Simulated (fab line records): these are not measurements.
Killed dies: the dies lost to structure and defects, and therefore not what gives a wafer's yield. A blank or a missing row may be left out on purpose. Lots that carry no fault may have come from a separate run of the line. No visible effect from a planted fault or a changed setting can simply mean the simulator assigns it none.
What tool caused it?	flow n5 finfet	10 lots, 30 wafers sampled, at 4 steps of a route of 1938

## WHAT THE GAUGES SHOWED, per wafer
N5_BEOL_M14_CD_MEAS_10 targets a cd of 250 nm. Usual: cd nm reads 248.7 nm (standard deviation 1.7).
lot	measured	on	cd nm (nm)	flag
L927	day 12 12:44	cd sem-02	248.6 247.0 247.5	
L929	day 13 12:01	cd sem-03	247.6 248.9 249.1	
L935	day 13 18:50	cd sem-03	253.0 249.7 252.3	
L937	day 14 08:53	cd sem-03	248.1 249.6 246.8	
L938	day 14 10:49	cd sem-01	247.6 253.8 249.6	
L939	day 15 13:55	cd sem-02	254.6 247.7 246.2	
L943	day 16 03:38	cd sem-03	248.3 251.7 248.2	
L942	day 16 12:21	cd sem-01	249.0 251.4 249.4	
L944	day 16 11:41	cd sem-02	248.9 245.1 246.8	
L947	day 17 23:46	cd sem-01	248.9 248.1 249.1	

## TOOL THAT RAN EACH LOT (tool first, then ch and the chambers of the sampled wafers, then the start)
lot	N5_BEOL_M13_ETCH_68	N5_BEOL_M13_TRENCH_ETCH_34	N5_BEOL_M14_PEB_08
L927	rie diel-04 ch 0,3, day 12 07:31	rie diel-04 ch 0,3, day 12 07:44	litho track-03 ch 0, day 12 12:37
L929	rie diel-03 ch 0,2,3, day 13 08:34	rie diel-03 ch 0,2,3, day 13 08:47	litho track-03 ch 0, day 13 11:55
L935	rie diel-04 ch 0,1,3, day 13 15:19	rie diel-04 ch 0,1,3, day 13 15:32	litho track-02 ch 0, day 13 18:43
L937	rie diel-03 ch 0,2,3, day 14 05:03	rie diel-03 ch 0,2,3, day 14 05:16	litho track-05 ch 0, day 14 08:46
L938	rie diel-04 ch 2,3, day 14 07:54	rie diel-04 ch 2,3, day 14 08:07	litho track-03 ch 0, day 14 10:42
L939	rie diel-02 ch 0,1, day 15 07:57	rie diel-02 ch 0,1, day 15 08:10	litho track-03 ch 0, day 15 13:47
L943	rie diel-02 ch 1,2, day 16 00:35	rie diel-02 ch 1,2, day 16 00:49	litho track-05 ch 0, day 16 03:31
L942	rie diel-03 ch 0,2,3, day 16 07:24	rie diel-03 ch 0,2,3, day 16 07:37	litho track-02 ch 0, day 16 12:14
L944	rie diel-02 ch 0,2,3, day 16 07:49	rie diel-02 ch 0,2,3, day 16 08:02	litho track-05 ch 0, day 16 11:35
L947	rie diel-04 ch 2,3, day 17 19:50	rie diel-04 ch 2,3, day 17 20:04	litho track-03 ch 0, day 17 23:39
- N5_BEOL_M13_ETCH_68: etches SOC in N2/H2, time 355 s.
- N5_BEOL_M13_TRENCH_ETCH_34: etches SiOC in C4F8/O2/Ar, target depth 413.47 nm, time 162.6 s.
- N5_BEOL_M14_PEB_08: peb time 90 s.

## AS READ BY THE TOOLS THEMSELVES (means over the sampled wafers that have a number; for cases with no such wafer, the mark the record gives instead)
N5_BEOL_M13_ETCH_68. Usual: drypump motor current A 5.8 A, standard deviation 0.4; oes product au 0.79 a.u., standard deviation 0.089; rf vpp V 523.6 V, standard deviation 2.7; showerhead plenum p Torr 2.53 Torr, standard deviation 0.09; throttle valve pct 17.78 %, standard deviation 0.23.
lot	tool	drypump motor current A (A)	oes product au (a.u.)	rf vpp V (V)	showerhead plenum p Torr (Torr)	throttle valve pct (%)	flag
L927	rie diel-04	5.8	0.73	522.6	2.49	18.04	
L929	rie diel-03	5.8	0.74	521.8	2.51	17.80	
L935	rie diel-04	5.7	0.81	524.8	2.56	17.87	
L937	rie diel-03	5.8	0.74	522.4	2.50	17.81	
L938	rie diel-04	6.0	0.74	524.2	2.57	17.78	
L939	rie diel-02	6.2	0.89	523.3	2.52	17.52	
L943	rie diel-02	6.0	0.77	522.8	2.51	17.91	
L942	rie diel-03	5.8	0.73	522.7	2.50	17.84	
L944	rie diel-02	5.5	0.85	525.5	2.61	17.87	
L947	rie diel-04	6.0	0.72	524.4	2.56	17.83	

N5_BEOL_M13_TRENCH_ETCH_34. Usual: drypump motor current A 5.8 A, standard deviation 0.4; oes product au 0.79 a.u., standard deviation 0.089; rf vpp V 665 V, standard deviation 3.1; showerhead plenum p Torr 3.41 Torr, standard deviation 0.11; throttle valve pct 24.23 %, standard deviation 0.18.
lot	tool	drypump motor current A (A)	oes product au (a.u.)	rf vpp V (V)	showerhead plenum p Torr (Torr)	throttle valve pct (%)	flag
L927	rie diel-04	5.8	0.73	664	3.38	24.45	
L929	rie diel-03	5.8	0.75	664	3.36	24.16	
L935	rie diel-04	5.7	0.81	665	3.46	24.33	
L937	rie diel-03	5.8	0.74	663	3.36	24.18	
L938	rie diel-04	6.0	0.74	667	3.47	24.30	
L939	rie diel-02	6.2	0.87	665	3.40	24.09	
L943	rie diel-02	6.0	0.77	664	3.40	24.44	
L942	rie diel-03	5.8	0.73	664	3.35	24.18	
L944	rie diel-02	5.5	0.85	668	3.49	24.25	
L947	rie diel-04	6.0	0.72	666	3.45	24.34	

N5_BEOL_M14_PEB_08. Usual: heater power total W reads 172.6 W (standard deviation 0.73).
lot	tool	heater power total W (W)	flag
L927	litho track-03	172.7	
L929	litho track-03	172.7	
L935	litho track-02	172.4	
L937	litho track-05	172.5	
L938	litho track-03	172.8	
L939	litho track-03	173.4	
L943	litho track-05	172.5	
L942	litho track-02	172.8	
L944	litho track-05	172.0	
L947	litho track-03	172.9	

## THE ANSWER, worked out from the rows above alone
Rule: take the mean of a lot's wafers that have a number; if it is more than 3 standard deviations from the usual mean, the lot is off. A lot without any number at a reading at which 4 lots or more have one is off too. Any other lot the step has rows for is counted as sound. First the gauges in route order, then the tools' own readings, where a lot's mean is used as printed above. At the first step where some lot is off, the reading lying furthest off is the one used; lots without a number count as furthest.
Nothing can be told from this: no lot is off at any reading shown.

## WHAT THE SIMULATOR HAD INSERTED
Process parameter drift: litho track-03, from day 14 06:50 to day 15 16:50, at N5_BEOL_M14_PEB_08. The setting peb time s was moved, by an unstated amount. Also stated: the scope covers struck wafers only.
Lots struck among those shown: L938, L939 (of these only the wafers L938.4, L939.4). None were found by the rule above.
